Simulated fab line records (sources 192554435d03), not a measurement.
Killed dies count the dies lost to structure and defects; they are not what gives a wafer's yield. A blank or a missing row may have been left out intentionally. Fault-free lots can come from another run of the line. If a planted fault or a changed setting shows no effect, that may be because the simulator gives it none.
Chamber matching | flow n5 finfet | N5_BEOL_M0_TRENCH_ETCH_107 on rie diel-04 has 4 sister chambers
The step etches SiOC in C4F6/O2, target depth 32.8 nm, time 16.4 s. 14 wafers are shown with their chamber, then 7 later ones without.

## WAFERS PAIRED WITH THEIR CHAMBERS
wafer  | chamber | throttle valve pct (%) | rf vpp V (V) | showerhead plenum p Torr (Torr)
L075.2 | 3       | 20.60                  | 676          | 2.95
L075.3 | 2       | 21.30                  | 674          | 2.93
L075.4 | 1       | 20.47                  | 656          | 2.87
L083.1 | 2       | 21.32                  | 674          | 2.92
L083.4 | 0       | 20.76                  | 664          | 3.02
L083.6 | 1       | 20.51                  | 656          | 2.85
L086.1 | 0       | 20.74                  | 663          | 3.02
L086.4 | 3       | 20.63                  | 677          | 2.94
L086.6 | 1       | 20.52                  | 657          | 2.85
L088.2 | 3       | 20.65                  | 677          | 2.94
L088.4 | 0       | 20.74                  | 664          | 3.02
L088.5 | 1       | 20.52                  | 656          | 2.85
L090.1 | 1       | 20.54                  | 655          | 2.85
L090.4 | 2       | 21.35                  | 672          | 2.91

SIGNATURES (means of the wafers above)
reading                  | chamber 0 | chamber 1 | chamber 2 | chamber 3 | scatter within a chamber
throttle valve pct       | 20.7467   | 20.5120   | 21.3233   | 20.6267   | 0.0234
rf vpp V                 | 663.67    | 656.00    | 673.33    | 676.67    | 0.775
showerhead plenum p Torr | 3.0200    | 2.8540    | 2.9200    | 2.9433    | 0.00766
Rule: a wafer lies at a distance from a chamber equal to the root of the sum of squares, over the readings, of (its reading less the chamber's mean, divided by the reading's scatter). The wafer belongs to the nearest chamber; if the next one is less than 2 further off, it can't be placed. The scatter is the square root of a quotient: the sum, over the shown wafers, of each reading's squared deviation from its chamber's mean, divided by wafers minus chambers.

## WAFERS WHOSE CHAMBER IS MISSING
wafer  | throttle valve pct (%) | rf vpp V (V) | showerhead plenum p Torr (Torr)
L090.5 | 20.54                  | 657          | 2.85
L091.1 | 21.36                  | 672          | 2.91
L091.4 | 21.35                  | 672          | 2.91
L091.6 | 20.78                  | 662          | 3.01
L095.1 | 20.79                  | 663          | 3.00
L095.2 | 20.56                  | 656          | 2.84
L095.4 | 20.67                  | 676          | 2.93

## THE CHAMBER EACH PASSED THROUGH
wafer  | from the rows above | in truth
L090.5 | 1                   | 1
L091.1 | 2                   | 2
L091.4 | 2                   | 2
L091.6 | 0                   | 0
L095.1 | 0                   | 0
L095.2 | 1                   | 1
L095.4 | 3                   | 3
Correctly placed: 7 of 7. Can't be placed from these rows: 0. Wrongly placed: 0.
